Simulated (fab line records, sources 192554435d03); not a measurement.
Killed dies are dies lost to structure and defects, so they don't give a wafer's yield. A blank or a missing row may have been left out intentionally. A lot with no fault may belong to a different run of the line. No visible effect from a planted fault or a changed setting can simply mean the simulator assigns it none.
Which tool did it? || flow n5Finfet || 72 wafers from 24 lots sampled at 4 of the route's 1938 steps

WHAT THE GAUGES READ, wafer by wafer
N5_SD_EPI_N_CD_MEAS_09: target cd 120 nm. Usual: cdNm 119.9 nm, standard deviation 0.53.
{"lot": "L074", "measured": "day 2 22:58", "on": "cdSem-03", "cdNm (nm)": "119.4 119.7 119.7", "flag": ""}
{"lot": "L075", "measured": "day 3 06:40", "on": "cdSem-03", "cdNm (nm)": "120.2 120.3 120.6", "flag": ""}
{"lot": "L076", "measured": "day 3 15:03", "on": "cdSem-03", "cdNm (nm)": "119.9 119.9 119.9", "flag": ""}
{"lot": "L077", "measured": "day 3 19:26", "on": "cdSem-03", "cdNm (nm)": "119.9 119.6 119.7", "flag": ""}
{"lot": "L078", "measured": "day 4 00:05", "on": "cdSem-01", "cdNm (nm)": "119.8 120.0 120.8", "flag": ""}
{"lot": "L079", "measured": "day 4 05:47", "on": "cdSem-03", "cdNm (nm)": "120.6 119.5 120.1", "flag": ""}
{"lot": "L080", "measured": "day 4 14:19", "on": "cdSem-01", "cdNm (nm)": "119.8 120.2 119.8", "flag": ""}
{"lot": "L081", "measured": "day 4 20:19", "on": "cdSem-02", "cdNm (nm)": "120.6 120.4 120.4", "flag": ""}
{"lot": "L082", "measured": "day 5 05:43", "on": "cdSem-03", "cdNm (nm)": "120.0 119.8 119.6", "flag": ""}
{"lot": "L083", "measured": "day 5 09:35", "on": "cdSem-01", "cdNm (nm)": "120.5 119.7 119.8", "flag": ""}
{"lot": "L084", "measured": "day 5 16:09", "on": "cdSem-01", "cdNm (nm)": "118.9 119.6 119.4", "flag": ""}
{"lot": "L085", "measured": "day 5 20:55", "on": "cdSem-01", "cdNm (nm)": "119.9 119.5 119.5", "flag": ""}
{"lot": "L086", "measured": "day 6 05:21", "on": "cdSem-01", "cdNm (nm)": "120.4 120.5 120.4", "flag": ""}
{"lot": "L087", "measured": "day 6 08:23", "on": "cdSem-03", "cdNm (nm)": "119.7 119.1 119.8", "flag": ""}
{"lot": "L088", "measured": "day 6 12:55", "on": "cdSem-02", "cdNm (nm)": "120.1 120.2 119.9", "flag": ""}
{"lot": "L089", "measured": "day 6 18:37", "on": "cdSem-02", "cdNm (nm)": "119.7 120.2 119.9", "flag": ""}
{"lot": "L090", "measured": "day 7 07:32", "on": "cdSem-02", "cdNm (nm)": "120.0 120.6 120.4", "flag": ""}
{"lot": "L091", "measured": "day 7 13:13", "on": "cdSem-03", "cdNm (nm)": "119.0 118.9 119.2", "flag": ""}
{"lot": "L092", "measured": "day 7 15:20", "on": "cdSem-03", "cdNm (nm)": "120.5 121.3 121.1", "flag": ""}
{"lot": "L093", "measured": "day 8 03:40", "on": "cdSem-01", "cdNm (nm)": "118.7 118.9 118.6", "flag": ""}
{"lot": "L094", "measured": "day 8 04:58", "on": "cdSem-01", "cdNm (nm)": "119.9 120.4 120.0", "flag": ""}
{"lot": "L095", "measured": "day 8 09:26", "on": "cdSem-01", "cdNm (nm)": "119.1 120.1 119.4", "flag": ""}
{"lot": "L096", "measured": "day 8 18:32", "on": "cdSem-01", "cdNm (nm)": "120.2 119.8 119.9", "flag": ""}
{"lot": "L097", "measured": "day 8 23:48", "on": "cdSem-01", "cdNm (nm)": "120.0 119.1 120.0", "flag": ""}

TOOL THAT RAN EACH LOT (tool first, then ch and the chambers of the sampled wafers, then the start)
{"lot": "L074", "N5_STI_FIN_REVEAL_RECESS_09": "vaporEtch-02 ch 1, day 2 09:01", "N5_DUMMY_GATE_ALD_02": "aldSin-04 ch 0,1, day 2 11:54", "N5_DUMMY_GATE_STRIP_40": "rieDiel-05 ch 0,2, day 2 20:52"}
{"lot": "L075", "N5_STI_FIN_REVEAL_RECESS_09": "vaporEtch-01 ch 0,1, day 2 17:45", "N5_DUMMY_GATE_ALD_02": "aldSin-03 ch 2,3, day 2 20:07", "N5_DUMMY_GATE_STRIP_40": "rieDiel-05 ch 0,3, day 3 04:58"}
{"lot": "L076", "N5_STI_FIN_REVEAL_RECESS_09": "vaporEtch-01 ch 0,1, day 2 23:32", "N5_DUMMY_GATE_ALD_02": "aldSin-02 ch 0,2, day 3 03:35", "N5_DUMMY_GATE_STRIP_40": "rieDiel-06 ch 0,2, day 3 13:06"}
{"lot": "L077", "N5_STI_FIN_REVEAL_RECESS_09": "vaporEtch-02 ch 0,1, day 3 05:31", "N5_DUMMY_GATE_ALD_02": "aldSin-02 ch 1,3, day 3 08:44", "N5_DUMMY_GATE_STRIP_40": "rieDiel-06 ch 0,3, day 3 17:36"}
{"lot": "L078", "N5_STI_FIN_REVEAL_RECESS_09": "vaporEtch-02 ch 0,1, day 3 10:23", "N5_DUMMY_GATE_ALD_02": "aldSin-02 ch 0,1,3, day 3 13:16", "N5_DUMMY_GATE_STRIP_40": "rieDiel-06 ch 0,1,2, day 3 22:15"}
{"lot": "L079", "N5_STI_FIN_REVEAL_RECESS_09": "vaporEtch-02 ch 0,1, day 3 15:55", "N5_DUMMY_GATE_ALD_02": "aldSin-02 ch 2,3, day 3 18:47", "N5_DUMMY_GATE_STRIP_40": "rieDiel-06 ch 0,2,3, day 4 03:47"}
{"lot": "L080", "N5_STI_FIN_REVEAL_RECESS_09": "vaporEtch-01 ch 0,1, day 3 23:43", "N5_DUMMY_GATE_ALD_02": "aldSin-02 ch 2,3, day 4 02:37", "N5_DUMMY_GATE_STRIP_40": "rieDiel-02 ch 0,2,3, day 4 12:28"}
{"lot": "L081", "N5_STI_FIN_REVEAL_RECESS_09": "vaporEtch-02 ch 0,1, day 4 05:00", "N5_DUMMY_GATE_ALD_02": "aldSin-02 ch 1,3, day 4 07:54", "N5_DUMMY_GATE_STRIP_40": "rieDiel-06 ch 0,2,3, day 4 16:44"}
{"lot": "L082", "N5_STI_FIN_REVEAL_RECESS_09": "vaporEtch-01 ch 0,1, day 4 13:28", "N5_DUMMY_GATE_ALD_02": "aldSin-02 ch 0,1,2, day 4 18:46", "N5_DUMMY_GATE_STRIP_40": "rieDiel-05 ch 0,1, day 5 03:41"}
{"lot": "L083", "N5_STI_FIN_REVEAL_RECESS_09": "vaporEtch-01 ch 0,1, day 4 19:01", "N5_DUMMY_GATE_ALD_02": "aldSin-04 ch 0,1,2, day 4 23:02", "N5_DUMMY_GATE_STRIP_40": "rieDiel-05 ch 0,2,3, day 5 07:53"}
{"lot": "L084", "N5_STI_FIN_REVEAL_RECESS_09": "vaporEtch-01 ch 0,1, day 5 01:48", "N5_DUMMY_GATE_ALD_02": "aldSin-03 ch 0,1,3, day 5 04:41", "N5_DUMMY_GATE_STRIP_40": "rieDiel-06 ch 2,3, day 5 14:07"}
{"lot": "L085", "N5_STI_FIN_REVEAL_RECESS_09": "vaporEtch-02 ch 0,1, day 5 06:48", "N5_DUMMY_GATE_ALD_02": "aldSin-02 ch 0,2, day 5 09:41", "N5_DUMMY_GATE_STRIP_40": "rieDiel-06 ch 0,1,3, day 5 18:59"}
{"lot": "L086", "N5_STI_FIN_REVEAL_RECESS_09": "vaporEtch-02 ch 0,1, day 5 10:38", "N5_DUMMY_GATE_ALD_02": "aldSin-03 ch 0,1,3, day 5 13:34", "N5_DUMMY_GATE_STRIP_40": "rieDiel-05 ch 0,2,3, day 5 22:25"}
{"lot": "L087", "N5_STI_FIN_REVEAL_RECESS_09": "vaporEtch-02 ch 0,1, day 5 18:01", "N5_DUMMY_GATE_ALD_02": "aldSin-04 ch 0,2, day 5 20:54", "N5_DUMMY_GATE_STRIP_40": "rieDiel-06 ch 0,2,3, day 6 05:46"}
{"lot": "L088", "N5_STI_FIN_REVEAL_RECESS_09": "vaporEtch-01 ch 0,1, day 5 23:11", "N5_DUMMY_GATE_ALD_02": "aldSin-03 ch 0,1, day 6 01:34", "N5_DUMMY_GATE_STRIP_40": "rieDiel-06 ch 0,1, day 6 10:33"}
{"lot": "L089", "N5_STI_FIN_REVEAL_RECESS_09": "vaporEtch-02 ch 0,1, day 6 04:28", "N5_DUMMY_GATE_ALD_02": "aldSin-02 ch 0,1,3, day 6 07:35", "N5_DUMMY_GATE_STRIP_40": "rieDiel-06 ch 0,1,2, day 6 16:39"}
{"lot": "L090", "N5_STI_FIN_REVEAL_RECESS_09": "vaporEtch-02 ch 0,1, day 6 17:48", "N5_DUMMY_GATE_ALD_02": "aldSin-03 ch 0,2,3, day 6 20:41", "N5_DUMMY_GATE_STRIP_40": "rieDiel-02 ch 0,1,2, day 7 05:42"}
{"lot": "L091", "N5_STI_FIN_REVEAL_RECESS_09": "vaporEtch-02 ch 0,1, day 6 23:31", "N5_DUMMY_GATE_ALD_02": "aldSin-03 ch 0,1,2, day 7 02:28", "N5_DUMMY_GATE_STRIP_40": "rieDiel-05 ch 0,3, day 7 11:17"}
{"lot": "L092", "N5_STI_FIN_REVEAL_RECESS_09": "vaporEtch-01 ch 0,1, day 7 00:11", "N5_DUMMY_GATE_ALD_02": "aldSin-02 ch 0,1,2, day 7 03:25", "N5_DUMMY_GATE_STRIP_40": "rieDiel-05 ch 0,2, day 7 13:26"}
{"lot": "L093", "N5_STI_FIN_REVEAL_RECESS_09": "vaporEtch-01 ch 0,1, day 7 08:58", "N5_DUMMY_GATE_ALD_02": "aldSin-03 ch 0,2, day 7 11:50", "N5_DUMMY_GATE_STRIP_40": "rieDiel-05 ch 2,3, day 7 23:22"}
{"lot": "L094", "N5_STI_FIN_REVEAL_RECESS_09": "vaporEtch-01 ch 0,1, day 7 12:03", "N5_DUMMY_GATE_ALD_02": "aldSin-04 ch 0,1,3, day 7 15:18", "N5_DUMMY_GATE_STRIP_40": "rieDiel-05 ch 1,2,3, day 8 02:27"}
{"lot": "L095", "N5_STI_FIN_REVEAL_RECESS_09": "vaporEtch-02 ch 1, day 7 16:25", "N5_DUMMY_GATE_ALD_02": "aldSin-02 ch 0,1,2, day 7 19:18", "N5_DUMMY_GATE_STRIP_40": "rieDiel-05 ch 2,3, day 8 06:14"}
{"lot": "L096", "N5_STI_FIN_REVEAL_RECESS_09": "vaporEtch-02 ch 0,1, day 7 23:17", "N5_DUMMY_GATE_ALD_02": "aldSin-04 ch 1,2,3, day 8 03:19", "N5_DUMMY_GATE_STRIP_40": "rieDiel-06 ch 0,1,2, day 8 14:20"}
{"lot": "L097", "N5_STI_FIN_REVEAL_RECESS_09": "vaporEtch-01 ch 0,1, day 8 05:01", "N5_DUMMY_GATE_ALD_02": "aldSin-02 ch 0,2,3, day 8 10:02", "N5_DUMMY_GATE_STRIP_40": "rieDiel-02 ch 1,3, day 8 21:22"}
- N5_STI_FIN_REVEAL_RECESS_09: chemistry HF/NH3, target SiO2, afs cycles 11, target depth 42.5 nm, sublimation time 60 s.
- N5_DUMMY_GATE_ALD_02: deposits SiO2, target thk 2 nm, pulse time 1 s.
- N5_DUMMY_GATE_STRIP_40: strips in CF4.

WHAT THE TOOLS THEMSELVES READ (means of the sampled wafers that have a number; where no wafer has one, the mark that the record gives instead)
N5_STI_FIN_REVEAL_RECESS_09. Usual: drypumpMotorCurrentA 5.69 A, standard deviation 0.14.
{"lot": "L074", "tool": "vaporEtch-02", "drypumpMotorCurrentA (A)": 5.54, "flag": ""}
{"lot": "L075", "tool": "vaporEtch-01", "drypumpMotorCurrentA (A)": 5.70, "flag": ""}
{"lot": "L076", "tool": "vaporEtch-01", "drypumpMotorCurrentA (A)": 5.67, "flag": ""}
{"lot": "L077", "tool": "vaporEtch-02", "drypumpMotorCurrentA (A)": 5.70, "flag": ""}
{"lot": "L078", "tool": "vaporEtch-02", "drypumpMotorCurrentA (A)": 5.68, "flag": ""}
{"lot": "L079", "tool": "vaporEtch-02", "drypumpMotorCurrentA (A)": 5.60, "flag": ""}
{"lot": "L080", "tool": "vaporEtch-01", "drypumpMotorCurrentA (A)": 5.81, "flag": ""}
{"lot": "L081", "tool": "vaporEtch-02", "drypumpMotorCurrentA (A)": 5.69, "flag": ""}
{"lot": "L082", "tool": "vaporEtch-01", "drypumpMotorCurrentA (A)": 5.79, "flag": ""}
{"lot": "L083", "tool": "vaporEtch-01", "drypumpMotorCurrentA (A)": 5.68, "flag": ""}
{"lot": "L084", "tool": "vaporEtch-01", "drypumpMotorCurrentA (A)": 5.78, "flag": ""}
{"lot": "L085", "tool": "vaporEtch-02", "drypumpMotorCurrentA (A)": 5.60, "flag": ""}
{"lot": "L086", "tool": "vaporEtch-02", "drypumpMotorCurrentA (A)": 5.67, "flag": ""}
{"lot": "L087", "tool": "vaporEtch-02", "drypumpMotorCurrentA (A)": 5.67, "flag": ""}
{"lot": "L088", "tool": "vaporEtch-01", "drypumpMotorCurrentA (A)": 5.79, "flag": ""}
{"lot": "L089", "tool": "vaporEtch-02", "drypumpMotorCurrentA (A)": 5.63, "flag": ""}
{"lot": "L090", "tool": "vaporEtch-02", "drypumpMotorCurrentA (A)": 5.69, "flag": ""}
{"lot": "L091", "tool": "vaporEtch-02", "drypumpMotorCurrentA (A)": 5.61, "flag": ""}
{"lot": "L092", "tool": "vaporEtch-01", "drypumpMotorCurrentA (A)": 5.78, "flag": ""}
{"lot": "L093", "tool": "vaporEtch-01", "drypumpMotorCurrentA (A)": 5.69, "flag": ""}
{"lot": "L094", "tool": "vaporEtch-01", "drypumpMotorCurrentA (A)": 5.79, "flag": ""}
{"lot": "L095", "tool": "vaporEtch-02", "drypumpMotorCurrentA (A)": 5.53, "flag": ""}
{"lot": "L096", "tool": "vaporEtch-02", "drypumpMotorCurrentA (A)": 5.69, "flag": ""}
{"lot": "L097", "tool": "vaporEtch-01", "drypumpMotorCurrentA (A)": 5.79, "flag": ""}

N5_DUMMY_GATE_ALD_02. Usual: heaterPowerW 480 W, standard deviation 38; precursorPulseHeightRel 1.003, standard deviation 0.021; susceptorTempC 300.00 C, standard deviation 0.21.
{"lot": "L074", "tool": "aldSin-04", "heaterPowerW (W)": 450, "precursorPulseHeightRel": 0.975, "susceptorTempC (C)": 299.75, "flag": ""}
{"lot": "L075", "tool": "aldSin-03", "heaterPowerW (W)": 479, "precursorPulseHeightRel": 0.993, "susceptorTempC (C)": 299.72, "flag": ""}
{"lot": "L076", "tool": "aldSin-02", "heaterPowerW (W)": 505, "precursorPulseHeightRel": 1.019, "susceptorTempC (C)": 300.10, "flag": ""}
{"lot": "L077", "tool": "aldSin-02", "heaterPowerW (W)": 519, "precursorPulseHeightRel": 0.999, "susceptorTempC (C)": 300.03, "flag": ""}
{"lot": "L078", "tool": "aldSin-02", "heaterPowerW (W)": 518, "precursorPulseHeightRel": 0.985, "susceptorTempC (C)": 300.30, "flag": ""}
{"lot": "L079", "tool": "aldSin-02", "heaterPowerW (W)": 503, "precursorPulseHeightRel": 1.000, "susceptorTempC (C)": 300.08, "flag": ""}
{"lot": "L080", "tool": "aldSin-02", "heaterPowerW (W)": 508, "precursorPulseHeightRel": 1.004, "susceptorTempC (C)": 300.19, "flag": ""}
{"lot": "L081", "tool": "aldSin-02", "heaterPowerW (W)": 493, "precursorPulseHeightRel": 1.001, "susceptorTempC (C)": 300.26, "flag": ""}
{"lot": "L082", "tool": "aldSin-02", "heaterPowerW (W)": 497, "precursorPulseHeightRel": 0.994, "susceptorTempC (C)": 300.03, "flag": ""}
{"lot": "L083", "tool": "aldSin-04", "heaterPowerW (W)": 470, "precursorPulseHeightRel": 1.000, "susceptorTempC (C)": 299.96, "flag": ""}
{"lot": "L084", "tool": "aldSin-03", "heaterPowerW (W)": 455, "precursorPulseHeightRel": 1.015, "susceptorTempC (C)": 299.90, "flag": ""}
{"lot": "L085", "tool": "aldSin-02", "heaterPowerW (W)": 485, "precursorPulseHeightRel": 1.003, "susceptorTempC (C)": 299.91, "flag": ""}
{"lot": "L086", "tool": "aldSin-03", "heaterPowerW (W)": 455, "precursorPulseHeightRel": 0.997, "susceptorTempC (C)": 300.05, "flag": ""}
{"lot": "L087", "tool": "aldSin-04", "heaterPowerW (W)": 483, "precursorPulseHeightRel": 0.973, "susceptorTempC (C)": 300.18, "flag": ""}
{"lot": "L088", "tool": "aldSin-03", "heaterPowerW (W)": 448, "precursorPulseHeightRel": 0.995, "susceptorTempC (C)": 300.04, "flag": ""}
{"lot": "L089", "tool": "aldSin-02", "heaterPowerW (W)": 512, "precursorPulseHeightRel": 1.012, "susceptorTempC (C)": 299.91, "flag": ""}
{"lot": "L090", "tool": "aldSin-03", "heaterPowerW (W)": 448, "precursorPulseHeightRel": 1.016, "susceptorTempC (C)": 300.08, "flag": ""}
{"lot": "L091", "tool": "aldSin-03", "heaterPowerW (W)": 473, "precursorPulseHeightRel": 1.019, "susceptorTempC (C)": 300.13, "flag": ""}
{"lot": "L092", "tool": "aldSin-02", "heaterPowerW (W)": 498, "precursorPulseHeightRel": 0.973, "susceptorTempC (C)": 299.94, "flag": ""}
{"lot": "L093", "tool": "aldSin-03", "heaterPowerW (W)": 459, "precursorPulseHeightRel": 1.011, "susceptorTempC (C)": 300.13, "flag": ""}
{"lot": "L094", "tool": "aldSin-04", "heaterPowerW (W)": 442, "precursorPulseHeightRel": 1.019, "susceptorTempC (C)": 299.84, "flag": ""}
{"lot": "L095", "tool": "aldSin-02", "heaterPowerW (W)": 495, "precursorPulseHeightRel": 0.989, "susceptorTempC (C)": 299.90, "flag": ""}
{"lot": "L096", "tool": "aldSin-04", "heaterPowerW (W)": 434, "precursorPulseHeightRel": 0.984, "susceptorTempC (C)": 299.94, "flag": ""}
{"lot": "L097", "tool": "aldSin-02", "heaterPowerW (W)": 515, "precursorPulseHeightRel": 0.982, "susceptorTempC (C)": 300.12, "flag": ""}

N5_DUMMY_GATE_STRIP_40. Usual: chamberPressureMTorr 50.00 mTorr, standard deviation 0.058; drypumpMotorCurrentA 5.8 A, standard deviation 0.44; oesProductAu 0.77 a.u., standard deviation 0.072; rfVppV 270.8 V, standard deviation 1.6; showerheadPlenumPTorr 1.78 Torr, standard deviation 0.055; throttleValvePct 13.62 %, standard deviation 0.23.
{"lot": "L074", "tool": "rieDiel-05", "chamberPressureMTorr (mTorr)": 49.99, "drypumpMotorCurrentA (A)": 5.5, "oesProductAu (a.u.)": 0.75, "rfVppV (V)": 272.0, "showerheadPlenumPTorr (Torr)": 1.79, "throttleValvePct (%)": 13.73, "flag": ""}
{"lot": "L075", "tool": "rieDiel-05", "chamberPressureMTorr (mTorr)": 49.99, "drypumpMotorCurrentA (A)": 5.7, "oesProductAu (a.u.)": 0.70, "rfVppV (V)": 271.3, "showerheadPlenumPTorr (Torr)": 1.75, "throttleValvePct (%)": 13.69, "flag": ""}
{"lot": "L076", "tool": "rieDiel-06", "chamberPressureMTorr (mTorr)": 50.07, "drypumpMotorCurrentA (A)": 6.0, "oesProductAu (a.u.)": 0.88, "rfVppV (V)": 272.5, "showerheadPlenumPTorr (Torr)": 1.82, "throttleValvePct (%)": 13.31, "flag": ""}
{"lot": "L077", "tool": "rieDiel-06", "chamberPressureMTorr (mTorr)": 50.04, "drypumpMotorCurrentA (A)": 6.3, "oesProductAu (a.u.)": 0.88, "rfVppV (V)": 270.9, "showerheadPlenumPTorr (Torr)": 1.78, "throttleValvePct (%)": 13.35, "flag": ""}
{"lot": "L078", "tool": "rieDiel-06", "chamberPressureMTorr (mTorr)": 50.04, "drypumpMotorCurrentA (A)": 5.9, "oesProductAu (a.u.)": 0.82, "rfVppV (V)": 270.2, "showerheadPlenumPTorr (Torr)": 1.79, "throttleValvePct (%)": 13.43, "flag": ""}
{"lot": "L079", "tool": "rieDiel-06", "chamberPressureMTorr (mTorr)": 50.02, "drypumpMotorCurrentA (A)": 6.2, "oesProductAu (a.u.)": 0.85, "rfVppV (V)": 271.5, "showerheadPlenumPTorr (Torr)": 1.79, "throttleValvePct (%)": 13.40, "flag": ""}
{"lot": "L080", "tool": "rieDiel-02", "chamberPressureMTorr (mTorr)": 50.01, "drypumpMotorCurrentA (A)": 5.6, "oesProductAu (a.u.)": 0.73, "rfVppV (V)": 270.4, "showerheadPlenumPTorr (Torr)": 1.77, "throttleValvePct (%)": 13.74, "flag": ""}
{"lot": "L081", "tool": "rieDiel-06", "chamberPressureMTorr (mTorr)": 50.01, "drypumpMotorCurrentA (A)": 6.3, "oesProductAu (a.u.)": 0.85, "rfVppV (V)": 271.4, "showerheadPlenumPTorr (Torr)": 1.79, "throttleValvePct (%)": 13.42, "flag": ""}
{"lot": "L082", "tool": "rieDiel-05", "chamberPressureMTorr (mTorr)": 50.00, "drypumpMotorCurrentA (A)": 5.8, "oesProductAu (a.u.)": 0.75, "rfVppV (V)": 271.9, "showerheadPlenumPTorr (Torr)": 1.84, "throttleValvePct (%)": 13.65, "flag": ""}
{"lot": "L083", "tool": "rieDiel-05", "chamberPressureMTorr (mTorr)": 50.00, "drypumpMotorCurrentA (A)": 5.6, "oesProductAu (a.u.)": 0.71, "rfVppV (V)": 269.9, "showerheadPlenumPTorr (Torr)": 1.76, "throttleValvePct (%)": 13.79, "flag": ""}
{"lot": "L084", "tool": "rieDiel-06", "chamberPressureMTorr (mTorr)": 49.97, "drypumpMotorCurrentA (A)": 6.5, "oesProductAu (a.u.)": 0.80, "rfVppV (V)": 271.5, "showerheadPlenumPTorr (Torr)": 1.78, "throttleValvePct (%)": 13.60, "flag": ""}
{"lot": "L085", "tool": "rieDiel-06", "chamberPressureMTorr (mTorr)": 49.97, "drypumpMotorCurrentA (A)": 5.9, "oesProductAu (a.u.)": 0.82, "rfVppV (V)": 271.2, "showerheadPlenumPTorr (Torr)": 1.77, "throttleValvePct (%)": 13.41, "flag": ""}
{"lot": "L086", "tool": "rieDiel-05", "chamberPressureMTorr (mTorr)": 50.02, "drypumpMotorCurrentA (A)": 5.6, "oesProductAu (a.u.)": 0.71, "rfVppV (V)": 269.6, "showerheadPlenumPTorr (Torr)": 1.76, "throttleValvePct (%)": 13.82, "flag": ""}
{"lot": "L087", "tool": "rieDiel-06", "chamberPressureMTorr (mTorr)": 50.02, "drypumpMotorCurrentA (A)": 6.2, "oesProductAu (a.u.)": 0.83, "rfVppV (V)": 270.3, "showerheadPlenumPTorr (Torr)": 1.79, "throttleValvePct (%)": 13.44, "flag": ""}
{"lot": "L088", "tool": "rieDiel-06", "chamberPressureMTorr (mTorr)": 50.08, "drypumpMotorCurrentA (A)": 5.6, "oesProductAu (a.u.)": 0.83, "rfVppV (V)": 271.3, "showerheadPlenumPTorr (Torr)": 1.79, "throttleValvePct (%)": 13.32, "flag": ""}
{"lot": "L089", "tool": "rieDiel-06", "chamberPressureMTorr (mTorr)": 49.97, "drypumpMotorCurrentA (A)": 5.9, "oesProductAu (a.u.)": 0.80, "rfVppV (V)": 269.9, "showerheadPlenumPTorr (Torr)": 1.78, "throttleValvePct (%)": 13.48, "flag": ""}
{"lot": "L090", "tool": "rieDiel-02", "chamberPressureMTorr (mTorr)": 50.02, "drypumpMotorCurrentA (A)": 5.2, "oesProductAu (a.u.)": 0.83, "rfVppV (V)": 271.6, "showerheadPlenumPTorr (Torr)": 1.84, "throttleValvePct (%)": 13.58, "flag": ""}
{"lot": "L091", "tool": "rieDiel-05", "chamberPressureMTorr (mTorr)": 50.03, "drypumpMotorCurrentA (A)": 5.7, "oesProductAu (a.u.)": 0.68, "rfVppV (V)": 269.2, "showerheadPlenumPTorr (Torr)": 1.73, "throttleValvePct (%)": 13.84, "flag": ""}
{"lot": "L092", "tool": "rieDiel-05", "chamberPressureMTorr (mTorr)": 49.95, "drypumpMotorCurrentA (A)": 5.5, "oesProductAu (a.u.)": 0.71, "rfVppV (V)": 269.8, "showerheadPlenumPTorr (Torr)": 1.78, "throttleValvePct (%)": 13.74, "flag": ""}
{"lot": "L093", "tool": "rieDiel-05", "chamberPressureMTorr (mTorr)": 49.98, "drypumpMotorCurrentA (A)": 5.6, "oesProductAu (a.u.)": 0.69, "rfVppV (V)": 269.6, "showerheadPlenumPTorr (Torr)": 1.73, "throttleValvePct (%)": 13.94, "flag": ""}
{"lot": "L094", "tool": "rieDiel-05", "chamberPressureMTorr (mTorr)": 49.98, "drypumpMotorCurrentA (A)": 5.7, "oesProductAu (a.u.)": 0.71, "rfVppV (V)": 270.6, "showerheadPlenumPTorr (Torr)": 1.78, "throttleValvePct (%)": 13.87, "flag": ""}
{"lot": "L095", "tool": "rieDiel-05", "chamberPressureMTorr (mTorr)": 49.98, "drypumpMotorCurrentA (A)": 5.5, "oesProductAu (a.u.)": 0.71, "rfVppV (V)": 270.6, "showerheadPlenumPTorr (Torr)": 1.76, "throttleValvePct (%)": 13.92, "flag": ""}
{"lot": "L096", "tool": "rieDiel-06", "chamberPressureMTorr (mTorr)": 49.95, "drypumpMotorCurrentA (A)": 5.9, "oesProductAu (a.u.)": 0.78, "rfVppV (V)": 270.8, "showerheadPlenumPTorr (Torr)": 1.78, "throttleValvePct (%)": 13.51, "flag": ""}
{"lot": "L097", "tool": "rieDiel-02", "chamberPressureMTorr (mTorr)": 49.98, "drypumpMotorCurrentA (A)": 5.9, "oesProductAu (a.u.)": 0.80, "rfVppV (V)": 272.4, "showerheadPlenumPTorr (Torr)": 1.85, "throttleValvePct (%)": 13.50, "flag": ""}

THE ANSWER, worked out from the rows above alone
Rule: a lot is off if the mean of its wafers that have a number lies more than 3 standard deviations from the usual mean. A lot without any number at a reading at which 4 lots or more have one is off too. Where the step has rows for the other lots, those lots are counted as sound. Order of review: gauges by route order, followed by the tools' own readings, for which a lot's mean as printed above is used. At the first step where some lot is off, the reading lying furthest off is the one used; lots without a number count as furthest.
Nothing can be told from this: no lot is off at any reading shown.

WHAT HAD BEEN PUT IN BY THE SIMULATOR
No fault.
